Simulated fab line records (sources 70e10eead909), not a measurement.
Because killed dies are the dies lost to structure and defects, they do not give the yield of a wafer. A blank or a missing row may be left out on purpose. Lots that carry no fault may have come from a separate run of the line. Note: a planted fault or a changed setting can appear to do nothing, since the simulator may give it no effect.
fab line records    flow nandHarc    part 2 of 2: steps 35 to 51 of 51
record: lots: 5  wafers: 15  lastDay: 32
route steps=1302 shown P_ZERO_WELL@10
lots untouched by any fault: they come from a run of this same line in which no faults occurred
startH: hours from the record's opening day to when the first of the lot's shown wafers began    waitH: hours since the lot's step before    " identical to the entry in the row above    L1.1+2: a single row standing in for several wafers    - no value, or no start was given    * or withheld: withheld    < > ~ a bound
route shown NAME@n: a module of which the file shows steps, and the number in the route of the first    usual: the fault-free wafers' mean and standard deviation    same: alike in all rows    chamber/n: place in a boat    sites: each site's reading    _std_site: their standard deviation    _edge_site: mean of outer sites minus mean of inner sites    radiusMm: for every site, how far away it sits from the centre of the wafer    mask NAME#n: copy n    behind: the most recent tool/chamber to have shaped the wafer    hold: what put the lot on hold/how long, in hours/how the hold closed    device: whichever transistor did not switch (one of n, p or np)    end of line: tests of these same wafers at the route's end    a step given without rows: its recipe and nothing more    killed: count of dies lost to structure and defects at first sort (not the wafer's yield)    map: shows each die of a wafer: x if killed, . if not, _ if none is there
set.NAME: the setting the step ran with; set.NAME@STEP: the setting that earlier step ran with    model.NAME: the simulator's own value behind a step, which no gauge read
lots seen at some steps along the route; tables by step, rows by wafer
services: a tool's chamber out of use, with start hour (startH, from the record's first day; less than 0 if before it), hours out, and reason
== steps ==
step: NHARC_P_ZERO_WELL_CD_MEAS_37
recipe: targetCdNm: 720  landingEnergyEv: 500
usual: cdNm: 721.0/1.4
lot.wafer  tool      chamber  startH  waitH  cdNm
L074.1     cdSem-02  0        24.06   -      721.5
L074.5     "         0        "       "      718.1
L074.6     "         0        "       "      720.3
L076.1     cdSem-03  0        46.63   -      720.3
L076.4     "         0        "       "      721.6
L076.6     "         0        "       "      723.0
L086.1     cdSem-01  0        143.96  -      723.1
L086.2     "         0        "       "      721.8
L086.3     "         0        "       "      719.7
L092.2     cdSem-01  0        204.15  -      718.9
L092.4     "         0        "       "      721.3
L092.6     "         0        "       "      720.0
L096.2     cdSem-03  0        243.98  -      720.8
L096.4     "         0        "       "      720.9
L096.5     "         0        "       "      720.8
step: NHARC_P_ZERO_WELL_HARDBAKE_38
recipe: tempC: 125  timeS: 80
lot.wafer   tool           chamber  startH  waitH
L074.1+5+6  lithoTrack-02  0        24.14   -
L076.1+4+6  lithoTrack-07  0        46.71   -
L086.1+2+3  lithoTrack-07  0        144.04  -
L092.2+4+6  lithoTrack-02  0        204.24  -
L096.2+4+5  lithoTrack-02  0        244.07  -
step: NHARC_P_ZERO_WELL_DESCUM_39
recipe: timeS: 3  o2FlowSccm: 200  arFlowSccm: 0  biasPowerW: 0  chemistry: O2
usual: drypumpMotorCurrentA: 5.8/0.55  oesProductAu: 1.001/0.01  rfVppV: 57.7/0.95  showerheadPlenumPTorr: 1.88/0.079  throttleValvePct: 11.311/0.0097
lot.wafer  tool        chamber  startH  waitH  drypumpMotorCurrentA  oesProductAu  rfHoursCounterH  rfVppV  showerheadPlenumPTorr  throttleValvePct
L074.1     rieDiel-13  1        24.26   -      6.3                   1.012         6                57.2    1.82                   11.322
L074.5     "           2        "       "      5.3                   1.007         -                58.5    1.85                   11.296
L074.6     "           3        "       "      5.4                   1.019         -                57.4    2.02                   11.312
L076.4     rieDiel-13  0        46.87   -      6.3                   1.000         8                58.1    1.94                   11.314
L076.1     "           1        "       "      6.3                   1.007         14               59.6    1.82                   11.292
L076.6     "           2        "       "      5.2                   1.007         -                58.3    1.85                   11.321
L086.3     rieDiel-13  1        144.12  -      6.3                   1.007         46               58.3    1.81                   11.314
L086.1     "           2        "       "      5.2                   1.021         48               57.9    1.84                   11.310
L086.2     "           3        "       "      5.4                   1.011         50               58.3    2.01                   11.314
L092.4     rieDiel-13  1        204.34  -      6.3                   1.003         11               58.3    1.80                   11.313
L092.2     "           2        "       "      5.3                   0.995         9                57.5    1.84                   11.315
L092.6     "           3        "       "      5.4                   0.996         -                57.4    2.00                   11.303
L096.4     rieDiel-13  2        244.14  -      5.3                   0.993         25               58.2    1.83                   11.305
L096.2     "           1        "       "      6.3                   1.007         28               57.8    1.80                   11.303
L096.5     "           2        "       "      5.3                   1.002         -                57.0    1.83                   11.315
step: NHARC_P_ZERO_WELL_IMPLANT_40
recipe: energyKev: 300  doseCm2: 1e+13  tiltDeg: 7
lot.wafer   tool          chamber  startH  waitH
L074.1+5+6  implanter-02  0        24.37   0.1
L076.1+4+6  implanter-02  0        46.99   0.1
L086.1+2+3  implanter-01  0        144.27  0.1
L092.2+4+6  implanter-01  0        204.49  0.1
L096.2+4+5  implanter-02  0        244.32  0.1
step: NHARC_P_ZERO_WELL_IMPLANT_59
recipe: energyKev: 120  doseCm2: 5e+12  tiltDeg: 7
lot.wafer   tool          chamber  startH  waitH
L074.1+5+6  implanter-02  0        24.55   0.2
L076.1+4+6  implanter-02  0        47.17   0.1
L086.1+2+3  implanter-01  0        144.45  0.1
L092.2+4+6  implanter-01  0        204.67  0.1
L096.2+4+5  implanter-02  0        244.50  0.1
step: NHARC_P_ZERO_WELL_IMPLANT_60
recipe: energyKev: 30  doseCm2: 2e+12  tiltDeg: 7
lot.wafer   tool          chamber  startH  waitH
L074.1+5+6  implanter-02  0        24.73   0.2
L076.1+4+6  implanter-02  0        47.34   0.1
L086.1+2+3  implanter-01  0        144.63  0.2
L092.2+4+6  implanter-01  0        204.85  0.2
L096.2+4+5  implanter-02  0        244.68  0.1
step: NHARC_P_ZERO_WELL_STRIP_41
recipe: timeS: 840  tempC: 130  chemistry: SPM
lot.wafer   tool         chamber  startH  waitH
L074.1+5+6  wetBench-01  1,3,5    24.94   0.2
L076.1+4+6  wetBench-04  5,7,0    47.57   0.2
L086.2+3+1  wetBench-03  6,2,3    144.85  0.2
L092.4+2+6  wetBench-04  5,6,7    205.04  0.1
L096.4+5+2  wetBench-04  6,7,2    244.87  0.1
step: NHARC_P_ZERO_WELL_DEHYDRATE_44
recipe: tempC: 150  timeS: 120
lot.wafer   tool           chamber  startH  waitH
L074.1+5+6  lithoTrack-02  0        25.27   -
L076.1+4+6  lithoTrack-03  0        47.89   -
L086.1+2+3  lithoTrack-02  0        145.18  -
L092.2+4+6  lithoTrack-02  0        205.37  -
L096.2+4+5  lithoTrack-03  0        245.19  -
step: NHARC_P_ZERO_WELL_HMDS_45
recipe: timeS: 30
lot.wafer   tool           chamber  startH  waitH
L074.1+5+6  lithoTrack-02  0        -       -
L076.1+4+6  lithoTrack-03  0        -       -
L086.1+2+3  lithoTrack-02  0        -       -
L092.2+4+6  lithoTrack-02  0        -       -
L096.2+4+5  lithoTrack-03  0        -       -
step: NHARC_P_ZERO_WELL_COAT_46
recipe: spinRpm: withheld
lot.wafer   tool           chamber  startH  waitH
L074.1+5+6  lithoTrack-02  0        -       -
L076.1+4+6  lithoTrack-03  0        -       -
L086.1+2+3  lithoTrack-02  0        -       -
L092.2+4+6  lithoTrack-02  0        -       -
L096.2+4+5  lithoTrack-03  0        -       -
step: NHARC_P_ZERO_WELL_SOFTBAKE_47
recipe: tempC: 122  timeS: 95
lot.wafer   tool           chamber  startH  waitH
L074.1+5+6  lithoTrack-02  0        -       -
L076.1+4+6  lithoTrack-03  0        -       -
L086.1+2+3  lithoTrack-02  0        -       -
L092.2+4+6  lithoTrack-02  0        -       -
L096.2+4+5  lithoTrack-03  0        -       -
step: NHARC_P_ZERO_WELL_EBR_48
lot.wafer   tool           chamber  startH  waitH
L074.1+5+6  lithoTrack-02  0        -       -
L076.1+4+6  lithoTrack-03  0        -       -
L086.1+2+3  lithoTrack-02  0        -       -
L092.2+4+6  lithoTrack-02  0        -       -
L096.2+4+5  lithoTrack-03  0        -       -
step: NHARC_P_ZERO_WELL_EXPOSE_49
recipe: na: 0.6  targetCdNm: 2000  doseMj: 22.64  maskId: P_HVPW
lot.wafer   tool           chamber  startH  waitH  mask
L074.1+5+6  krfScanner-02  0        25.54   -      P_HVPW#0
L076.1+4+6  krfScanner-01  0        48.03   -      P_HVPW#0
L086.1+2+3  krfScanner-01  0        145.45  -      P_HVPW#0
L092.2+4+6  krfScanner-01  0        205.52  -      P_HVPW#0
L096.2+4+5  krfScanner-04  0        245.34  -      P_HVPW#0
step: NHARC_P_ZERO_WELL_PEB_50
recipe: pebTempC: 118  pebTimeS: 85
lot.wafer   tool           chamber  startH  waitH
L074.1+5+6  lithoTrack-03  0        25.61   0.1
L076.1+4+6  lithoTrack-02  0        48.10   0.1
L086.1+2+3  lithoTrack-03  0        145.52  0.1
L092.2+4+6  lithoTrack-02  0        205.59  0.1
L096.2+4+5  lithoTrack-02  0        245.40  0.1
step: NHARC_P_ZERO_WELL_DEVELOP_51
recipe: timeS: 70
lot.wafer   tool           chamber  startH  waitH
L074.1+5+6  lithoTrack-03  0        -       -
L076.1+4+6  lithoTrack-02  0        -       -
L086.1+2+3  lithoTrack-03  0        -       -
L092.2+4+6  lithoTrack-02  0        -       -
L096.2+4+5  lithoTrack-02  0        -       -
step: NHARC_P_ZERO_WELL_CD_MEAS_52
recipe: targetCdNm: 2000  landingEnergyEv: 500
usual: cdNm: 2000.9/1.6
lot.wafer  tool      chamber  startH  waitH  cdNm
L074.1     cdSem-01  0        25.70   -      1999.9
L074.5     "         0        "       "      2000.2
L074.6     "         0        "       "      1996.8
L076.1     cdSem-02  0        48.20   -      1999.5
L076.4     "         0        "       "      1998.5
L076.6     "         0        "       "      1999.0
L086.1     cdSem-03  0        145.62  -      2003.9
L086.2     "         0        "       "      2000.7
L086.3     "         0        "       "      2002.8
L092.2     cdSem-01  0        205.68  -      2001.2
L092.4     "         0        "       "      2001.0
L092.6     "         0        "       "      2001.1
L096.2     cdSem-02  0        245.49  -      2001.9
L096.4     "         0        "       "      2000.2
L096.5     "         0        "       "      1998.3
step: NHARC_P_ZERO_WELL_HARDBAKE_53
recipe: tempC: 125  timeS: 80
lot.wafer   tool           chamber  startH  waitH
L074.1+5+6  lithoTrack-02  0        25.78   -
L076.1+4+6  lithoTrack-03  0        48.28   -
L086.1+2+3  lithoTrack-07  0        145.70  -
L092.2+4+6  lithoTrack-07  0        205.76  -
L096.2+4+5  lithoTrack-03  0        245.57  -
== services ==
tool           chamber  startH  hours  kind
implanter-02   -        3.55    1.6    repair
rieDiel-12     3        4.29    5.2    repair
implanter-01   -        20.86   1.1    repair
rieDiel-13     0        35.74   5.9    repair
implanter-02   -        39.18   5.5    repair
lithoTrack-02  -        52.01   7.0    pm
lithoTrack-07  -        76.00   7.0    pm
rieDiel-12     -        91.82   9.0    pm
implanter-02   -        91.91   1.3    repair
lithoTrack-03  -        100.00  7.0    pm
rieDiel-12     2        113.94  9.8    repair
rieDiel-12     2        144.60  1.7    repair
implanter-01   -        145.09  0.7    repair
implanter-02   -        146.28  13.0   pm
rieDiel-13     3        154.79  10.9   repair
rieDiel-13     2        160.84  3.0    repair
rieDiel-12     1        162.17  1.2    repair
rieDiel-13     -        165.03  9.0    pm
implanter-01   -        188.59  2.1    repair
rieDiel-13     2        196.67  6.1    repair
rieDiel-12     3        205.13  6.5    repair
rieDiel-13     1        216.15  3.1    repair
lithoTrack-02  -        227.01  7.0    pm
implanter-02   -        234.32  1.3    repair
